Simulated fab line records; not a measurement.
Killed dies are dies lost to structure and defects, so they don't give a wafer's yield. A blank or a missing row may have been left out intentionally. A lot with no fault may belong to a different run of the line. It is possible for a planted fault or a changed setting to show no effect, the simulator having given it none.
A lot that was struck, set against a sound lot || flow nand-harc || 23 steps out of a route of 1159
Sound: these wafers, L355.3, L355.5, L355.6. Wafers L365.4, L365.5, L365.6 were the ones struck. The cause is named last.
Each step with rows lists, per side, the tool, then ch with its chambers, then its first start. Under that, the readings that differ: sound wafers || struck wafers || difference of the means || sigmas: that difference in standard deviations of wafers without a fault.
alike: readings whose means differ by less than 2 such deviations, and words and numbers that are the same on both sides. not compared: withheld readings, readings that some wafer has no value for, bounds like >300 that may hide the same value, and numbers for which the record gives no deviation and whose values overlap.
A row with sigmas, a row that says differs or no value, or rows on one side alone: a step with any of these is where the two part. When numbers do not overlap yet have no deviation, they are printed without sigmas and do not part them. Lack of a reading on every wafer of one side parts them only where that side has two or more wafers.

NHARC_A_CONTACT_CMP_20: polishes, t overpolish 30 s, target thk 300 nm.
  sound on cmp-04 ch 0,2,3, day 19 23:07; struck on cmp-01 ch 0,3, day 22 11:50
  alike: motor-current-A, overpolish-run-s, time-to-endpoint-s
after that, 1 step had no rows for these wafers: NHARC_A_CONTACT_SRD_22.
NHARC_A_CONTACT_INSPECT_23:
  sound on defect-inspect-01 at day 19 23:28; struck on defect-inspect-01 at day 22 12:14
  alike: raw-defect-count
then, 8 steps without rows for these wafers: NHARC_A_BLC_DEHYDRATE_00 (time 120 s); NHARC_A_BLC_HMDS_01 (time 30 s); NHARC_A_BLC_COAT_02 (time 75 s); NHARC_A_BLC_COAT_03 (time 65 s); NHARC_A_BLC_COAT_04 (resist thk 90 nm); NHARC_A_BLC_SOFTBAKE_05 (time 55 s); NHARC_A_BLC_EBR_06; NHARC_A_BLC_EXPOSE_07 (exposes mask A BLC, target cd 100 nm).
NHARC_A_BLC_PEB_08: peb time 65 s.
  sound on litho-track-04 ch 0, day 19 23:53; struck on litho-track-01 ch 0, day 22 12:40
{"reading": "heater-power-total-W (W)", "sound": "156.9 157.0 156.1", "struck": "150.8 150.9 150.6", "difference": -5.9, "sigmas": -14}
{"reading": "plate-temp-C (C)", "sound": "100.13 100.25 100.28", "struck": "97.31 97.24 97.30", "difference": -2.94, "sigmas": -27}
  alike: resist-line-temp-C
then, 1 step without rows for these wafers: NHARC_A_BLC_DEVELOP_09 (develop time 35 s).
NHARC_A_BLC_CD_MEAS_10: the cd target is 100 nm.
  sound on cd-sem-01 ch 0, day 19 23:59; struck on cd-sem-03 ch 0, day 22 12:46
{"reading": "cd-nm (nm)", "sound": "99.9 99.8 99.5", "struck": "89.8 90.2 89.9", "difference": -9.8, "sigmas": -21}
NHARC_A_BLC_OVL_MEAS_11:
  sound on overlay-02 at day 20 00:04; struck on overlay-01 at day 22 12:50
  alike: overlay-x-nm, overlay-y-nm
NHARC_A_BLC_INSPECT_12:
  sound on defect-inspect-01 at day 20 00:06; struck on defect-inspect-01 at day 22 12:53
  alike: raw-defect-count
NHARC_A_BLC_DESCUM_15: chemistry O2, time 3 s.
  sound on rie-diel-09 ch 0,3, day 20 00:10; struck on rie-diel-03 ch 0,2,3, day 22 13:01
{"reading": "model.A_BLC.cd-nm (nm)", "sound": "99.47 99.78 98.69", "struck": "90.31 90.3 90.01", "difference": -9.11, "sigmas": ""}
  alike: drypump-motor-current-A, o2-flow-sccm, oes-product-au, rf-vpp-V, showerhead-plenum-p-Torr, throttle-valve-pct
  not compared: rf-hours-counter-h
NHARC_A_BLC_ETCH_16: etches the open film in CF4, target depth 39 nm, time 65 s.
  sound on rie-diel-09 ch 2,3, day 20 00:14; struck on rie-diel-03 ch 1,2, day 22 13:04
  alike: drypump-motor-current-A, oes-product-au, rf-vpp-V, showerhead-plenum-p-Torr, throttle-valve-pct
  not compared: rf-hours-counter-h
NHARC_A_BLC_ETCH_17: etches the open film in N2/H2, target depth 390 nm, time 609.38 s.
  sound: rie-diel-09 ch 1,2; struck: rie-diel-03 ch 0,2,3
{"reading": "throttle-valve-pct (%)", "sound": "14.144 14.171 14.171", "struck": "14.182 14.177 14.187", "difference": "+0.020", "sigmas": "+2"}
  alike: drypump-motor-current-A, oes-product-au, rf-vpp-V, showerhead-plenum-p-Torr
  not compared: rf-hours-counter-h
NHARC_A_BLC_ETCH_18: etches the open film in C4F8/O2/Ar, target depth 910 nm.
  sound: rie-diel-09 ch 0,1; struck: rie-diel-03 ch 0,1,3
{"reading": "model.A_BLC.cd-nm (nm)", "sound": "99.73 99.9 97.19", "struck": "87.84 89.4 89.06", "difference": -10.17, "sigmas": ""}
  alike: oes-product-au, rf-vpp-V
  not compared: rf-hours-counter-h
NHARC_A_BLC_CD_MEAS_19:
  sound on cd-sem-03 at day 20 01:08; struck on cd-sem-02 at day 22 14:09
{"reading": "cd-nm (nm)", "sound": "99.9 100.1 97.2", "struck": "87.8 89.4 89.3", "difference": -10.2, "sigmas": -4}
NHARC_A_BLC_STRIP_29: strips in CF4.
  sound on rie-diel-09 ch 2,3, day 20 01:15; struck on rie-diel-09 ch 0,2,3, day 22 14:15
  alike: drypump-motor-current-A, oes-product-au, rf-vpp-V, showerhead-plenum-p-Torr, throttle-valve-pct
  not compared: rf-hours-counter-h
-- break in the record here, with 2 days between the starts of the struck wafers on either side (left off in module A_BLC, picked up again in module END, where the first step shown is number 1159 on the route) --
NHARC_END_SORT_01:
  sound on prober-01 ch 0, day 21 20:35; struck on prober-01 ch 0, day 24 14:19
{"reading": "killed-at-periphery", "sound": "2 1 2", "struck": "14 8 11", "difference": "+9", "sigmas": "+4"}
{"reading": "killed-dies", "sound": "13 16 15", "struck": "47 35 42", "difference": "+27", "sigmas": "+2"}
  alike: killed-at-array, killed-at-other, killed-open, killed-short

== WHERE THEY PART ==
First at NHARC_A_BLC_PEB_08; last, within this record, at NHARC_END_SORT_01.

WHY: what had been put in by the simulator
Drift in process parameters on litho-track-01 at NHARC_A_BLC_PEB_08, starting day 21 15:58. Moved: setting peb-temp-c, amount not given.
